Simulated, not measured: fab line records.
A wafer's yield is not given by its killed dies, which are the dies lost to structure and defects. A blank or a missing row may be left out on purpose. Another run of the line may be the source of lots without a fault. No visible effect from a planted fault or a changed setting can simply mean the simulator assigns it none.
Comparing a struck lot with a sound one / flow n5_finfet / 19 steps out of a route of 1938
Sound: wafers L913.3, L913.4, L913.6. Struck: wafers L925.2, L925.4, L925.5. Last of all comes the cause.
Each step with rows lists, per side, the tool, then ch with its chambers, then its first start. Under that, the readings that differ: sound wafers / struck wafers / difference of the means / sigmas: that difference in standard deviations of wafers without a fault.
alike: same words and numbers on both sides, and readings whose means sit less than 2 such deviations apart. not compared: any withheld reading, any reading some wafer has no value for, any bound like >300 that may hide the same value, and any number with overlapping values for which the record gives no deviation.
Wherever a step has rows on one side only, a row that says differs or no value, or a row with sigmas, the two part there. Non-overlapping numbers with no deviation appear without sigmas and do not part them. A reading that every wafer of one side lacks parts them only if that side has two wafers or more.

first, 4 steps without rows for these wafers: N5_HKMG_FIN_PRECLEAN_64 (cleans in dHF, time 30 s); N5_HKMG_FIN_WET_ETCH_65 (etches a-Si in TMAH, stops on TiN, time 49 s, target depth 3 nm); N5_HKMG_FIN_WET_ETCH_81 (etches TiN in SC1, stops on HfO2, time 57 s, target depth 6 nm); N5_HKMG_FIN_WET_ETCH_82 (etches La2O3 in dHCl, stops on HfO2, target depth 2 nm, rinse time 30 s).
N5_HKMG_FIN_ALD_36: deposits TiN, target thk 1 nm, pulse time 1 s, purge time 3 s.
  sound on ald_metal-01 ch 0,2, day 4 23:43; struck on ald_metal-03 ch 1,2, day 7 21:55
  alike: heater_power_w, precursor_pulse_height_rel
N5_HKMG_FIN_THK_MEAS_70: measures by xrf.
  sound on film_metro-01, day 4 23:59; struck on film_metro-01, day 7 22:12
  alike: HK_THK
N5_HKMG_FIN_PWFM_ALD_03: deposits TiN, target thk 2 nm, pulse time 1 s, purge time 3 s.
  sound on ald_metal-03 ch 0,2, day 5 00:02; struck on ald_metal-01 ch 0,2,3, day 7 22:14
  alike: heater_power_w, precursor_pulse_height_rel
then, 5 steps without rows for these wafers: N5_HKMG_FIN_COAT_29 (time 60 s, resist thk 300 nm); N5_HKMG_FIN_COAT_30 (time 60 s, resist thk 35 nm); N5_HKMG_FIN_COAT_06 (resist thk 90 nm); N5_HKMG_FIN_EBR_08; N5_HKMG_FIN_SOFTBAKE_07 (time 60 s).
N5_HKMG_FIN_EXPOSE_09: exposes mask NWFM.
  sound on arfi_scanner-02 ch 0, day 5 00:45; struck on arfi_scanner-02 ch 0, day 7 22:50
reading=model.HKMG_FIN.overlay_x_nm (nm); sound=0 0 0; struck=27.8 27.8 27.8; difference=+27.8; sigmas=
  alike: mask
then, 2 steps without rows for these wafers: N5_HKMG_FIN_PEB_10 (peb time 60 s); N5_HKMG_FIN_DEVELOP_11 (develop time 30 s).
N5_HKMG_FIN_CD_MEAS_12: the cd target is 92.8 nm.
  sound on cd_sem-01 ch 0, day 5 00:52; struck on cd_sem-03 ch 0, day 7 22:57
  alike: cd_nm
N5_HKMG_FIN_OVL_MEAS_13:
  sound on overlay-02 ch 0, day 5 00:53; struck on overlay-01 ch 0, day 7 22:59
reading=NWFM_OVL (nm); sound=-0.8 -1.2 0.4; struck=28.0 29.0 28.1; difference=+28.9; sigmas=+46
N5_HKMG_FIN_INSPECT_14: inspects for defects (macro).
  sound on defect_inspect-02, day 5 00:55; struck on defect_inspect-02, day 7 23:00
  alike: raw_defect_count
then, 1 step without rows for these wafers: N5_PASSIVATION_PROBE_49.

## WHERE THEY PART
At N5_HKMG_FIN_OVL_MEAS_13 and nowhere else, as far as this record goes. Later steps at which nothing parts them and some readings are alike: N5_HKMG_FIN_INSPECT_14.

WHY: whatever the simulator had introduced
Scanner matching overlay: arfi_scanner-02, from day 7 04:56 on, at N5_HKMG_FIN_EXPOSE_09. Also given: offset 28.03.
